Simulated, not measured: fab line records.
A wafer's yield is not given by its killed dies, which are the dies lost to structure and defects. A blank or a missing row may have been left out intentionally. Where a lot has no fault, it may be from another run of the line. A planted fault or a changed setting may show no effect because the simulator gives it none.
Matching of chambers + flow n5-finfet + N5_FIN_SAQP_MANDREL2_REMOVE_60 on rie-si-01 has 4 sister chambers
The step chemistry HBr/Cl2/O2, target a-Si, stops on SiNx, bt time 10 s. 4 wafers are shown with their chamber, then 10 later ones without.

== WAFERS PAIRED WITH THEIR CHAMBERS ==
| wafer  | chamber | throttle-valve-pct (%) |
|--------|---------|------------------------|
| L088.5 | 1       | 36.67                  |
| L089.6 | 2       | 36.88                  |
| L091.1 | 3       | 36.49                  |
| L091.2 | 0       | 36.58                  |

== WAFERS MISSING THEIR CHAMBER ==
| wafer  | throttle-valve-pct (%) |
|--------|------------------------|
| L091.3 | 36.90                  |
| L092.1 | 36.89                  |
| L092.4 | 36.68                  |
| L092.6 | 36.47                  |
| L094.1 | 36.86                  |
| L094.5 | 36.89                  |
| L094.6 | 36.47                  |
| L096.1 | 36.68                  |
| L096.2 | 36.48                  |
| L096.4 | 36.89                  |

== WHICH CHAMBER EACH ONE RAN IN ==
| wafer  | from the rows above | in truth |
|--------|---------------------|----------|
| L091.3 | 2                   | 2        |
| L092.1 | 2                   | 2        |
| L092.4 | 1                   | 1        |
| L092.6 | 3                   | 3        |
| L094.1 | 2                   | 2        |
| L094.5 | 2                   | 2        |
| L094.6 | 3                   | 3        |
| L096.1 | 1                   | 1        |
| L096.2 | 3                   | 3        |
| L096.4 | 2                   | 2        |
10 of 10 placed correctly. Can't be placed from these rows: 0. 0 placed wrongly.
How it was worked out, from the rows above alone: a wafer's distance from a chamber is the root of the sum, over the readings, of the square of ((its reading less the chamber's mean) divided by the reading's scatter). The wafer belongs to the nearest chamber; if the next one is less than 2 further off, it can't be placed. For every chamber, the mean is computed from those of its wafers that are shown. The scatter: with one shown wafer a chamber, the root of the mean of the squares of how far each hidden wafer lies from its nearest shown one.
